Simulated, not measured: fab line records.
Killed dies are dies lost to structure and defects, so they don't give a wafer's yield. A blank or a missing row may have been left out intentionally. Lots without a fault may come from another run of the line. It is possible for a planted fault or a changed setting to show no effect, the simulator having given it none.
Matching of chambers	flow n5Finfet	4 sister chambers for N5_BEOL_M0_SAQP_ETCH_84 on rieDiel-03
The step etches SOC in N2/H2, target depth 100 nm, overetch 20 nm, time 150 s. 14 wafers are shown with their chamber, then 7 later ones without.

== EACH WAFER AND ITS CHAMBER ==
wafer	chamber	drypumpMotorCurrentA (A)	showerheadPlenumPTorr (Torr)	throttleValvePct (%)
L075.2	3	6.5	2.71	17.58
L075.3	2	5.8	2.58	17.60
L075.6	1	6.6	2.53	17.72
L078.2	2	5.8	2.57	17.59
L078.3	3	6.5	2.70	17.58
L078.5	1	6.6	2.53	17.73
L079.1	3	6.6	2.70	17.59
L079.5	3	6.6	2.70	17.59
L079.6	0	6.1	2.59	17.99
L086.1	1	6.6	2.52	17.77
L086.3	2	5.8	2.57	17.63
L086.6	1	6.6	2.52	17.76
L088.1	2	5.8	2.56	17.64
L088.4	0	6.1	2.58	18.03

SIGNATURES, as means of the wafers listed above
reading	chamber 0	chamber 1	chamber 2	chamber 3	scatter within a chamber
drypumpMotorCurrentA	6.100	6.600	5.800	6.550	0.0316
showerheadPlenumPTorr	2.5850	2.5250	2.5700	2.7025	0.00652
throttleValvePct	18.0100	17.7450	17.6150	17.5850	0.0207
Rule: distance of a wafer from a chamber = root of the sum over the readings of ((wafer's reading minus chamber's mean) / reading's scatter) squared. If the next closest chamber is less than 2 further off than the closest, the wafer can't be placed; otherwise it belongs to the closest. The scatter is the square root of a quotient: the sum, over the shown wafers, of each reading's squared deviation from its chamber's mean, divided by wafers minus chambers.

== WAFERS WITHOUT THEIR CHAMBER ==
wafer	drypumpMotorCurrentA (A)	showerheadPlenumPTorr (Torr)	throttleValvePct (%)
L088.5	6.6	2.52	17.77
L090.3	6.6	2.52	17.78
L090.4	6.0	2.58	18.05
L090.6	6.5	2.69	17.62
L097.2	5.8	2.56	17.65
L097.3	6.0	2.57	18.04
L097.6	5.8	2.56	17.67

== EACH ONE'S CHAMBER ==
wafer	from the rows above	in truth
L088.5	1	1
L090.3	1	1
L090.4	0	0
L090.6	3	3
L097.2	2	2
L097.3	0	0
L097.6	2	2
Correctly placed: 7 of 7. From these rows, 0 cannot be placed. Number placed wrongly: 0.
